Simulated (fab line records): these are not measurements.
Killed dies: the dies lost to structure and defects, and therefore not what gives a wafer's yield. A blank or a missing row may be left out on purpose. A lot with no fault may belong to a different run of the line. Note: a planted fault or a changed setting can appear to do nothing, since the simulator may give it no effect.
Problem report in the 8D (eight disciplines) form, filled by code + flow nandHarc + the parts of the form that need people (team, actions taken, sign-off) are left out

== 1. PROBLEM STATEMENT ==
Mean of thkNm at NHARC_A_ONON_D2_THK_MEAS_11: 631 nm across 3 wafers in 2 lots; on wafers with no fault it is 998 nm (standard deviation 13). Relative to the usual mean, that is a shift of -28 standard deviations.
The step: measures by ellipsometry.
First seen on wafer L965.6, day 14 05:43, on filmMetro-01. The record holds 41 wafers of 14 lots with a number at this step. The rule behind "out" and "out of limits": a value lying over 4 standard deviations away from the usual mean. The other wafers with a number count as sound.

== 2. WHAT IT IS, WHAT IT ISN'T ==
| question                    | is                         | is not                                                                                                         |
|-----------------------------|----------------------------|----------------------------------------------------------------------------------------------------------------|
| which readings at this step | thkNm                      | -                                                                                                              |
| which lots                  | L965, L967                 | L961, L962, L963, L964, L975, L976, L978, L979, L980, L981, L982, L984                                         |
| which wafers of those lots  | L965.6, L967.4, L967.6     | L965.2, L965.5                                                                                                 |
| read on which gauges        | filmMetro-01, filmMetro-02 | -                                                                                                              |
| when                        | from day 14 05:43          | up to then (14 sound wafers); but 24 sound wafers of L975, L976, L978, L979, L980, L981, L982, L984 came after |

== 3. WHAT RULES OUT EACH SUSPECT ==
Counting: a tool at a process step up to the reading stays a suspect if it ran every lot that is out. Sound lots after the first of them don't rule it out here, since some wafers of a struck lot are sound.
- ruled out: the gauge at NHARC_A_ONON_D2_THK_MEAS_11. The wafers that are out were read on 2 gauges (filmMetro-01, filmMetro-02).
- pecvdOnon-02 at NHARC_A_ONON_D2_DEP_09 (target thk 1000 nm): kept. Ran every lot that is out, first one L965 (day 14 05:16); last sound lot up to then L964 (day 13 22:34).
Left after counting: pecvdOnon-02 at NHARC_A_ONON_D2_DEP_09.

== 4. THE CAUSE (what the simulator had put in) ==
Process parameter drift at NHARC_A_ONON_D2_DEP_09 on pecvdOnon-02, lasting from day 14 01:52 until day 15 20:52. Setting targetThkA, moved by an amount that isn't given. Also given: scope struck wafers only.
Counting left only this tool.

== 5. SEQUENCE OF EFFECTS, ordered by route ==
Rows list readings where the struck wafers' mean (over those with a number) sits beyond 3 standard deviations from the usual. Readings are gone through only where the record gives a usual standard deviation; hours: the median, over the lots, of the time from a lot's start at the first step in this table giving one to that lot's start at this step; sigmas: the change measured in usual standard deviations.
| hours | step                        | reading | usual  | on struck wafers | change | sigmas |
|-------|-----------------------------|---------|--------|------------------|--------|--------|
| 0     | NHARC_A_ONON_D2_THK_MEAS_11 | thkNm   | 998 nm | 631              | -367   | -28    |

== 6. WHAT WOULD HAVE CAUGHT IT SOONER ==
In this record the first reading out of limits at a measuring or inspecting step was taken at day 14 05:43, 4 hours after the fault began at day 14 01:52.
An alarm limit of 4 standard deviations would not have fired on the tool readings at NHARC_A_ONON_D2_DEP_09 for which the record gives a usual standard deviation, since none of them was out on any struck wafer.
Among the 2 lots that are out, L967 began NHARC_A_ONON_D2_DEP_09 on pecvdOnon-02 after day 14 05:43. Holding the tool at that time would have saved it.
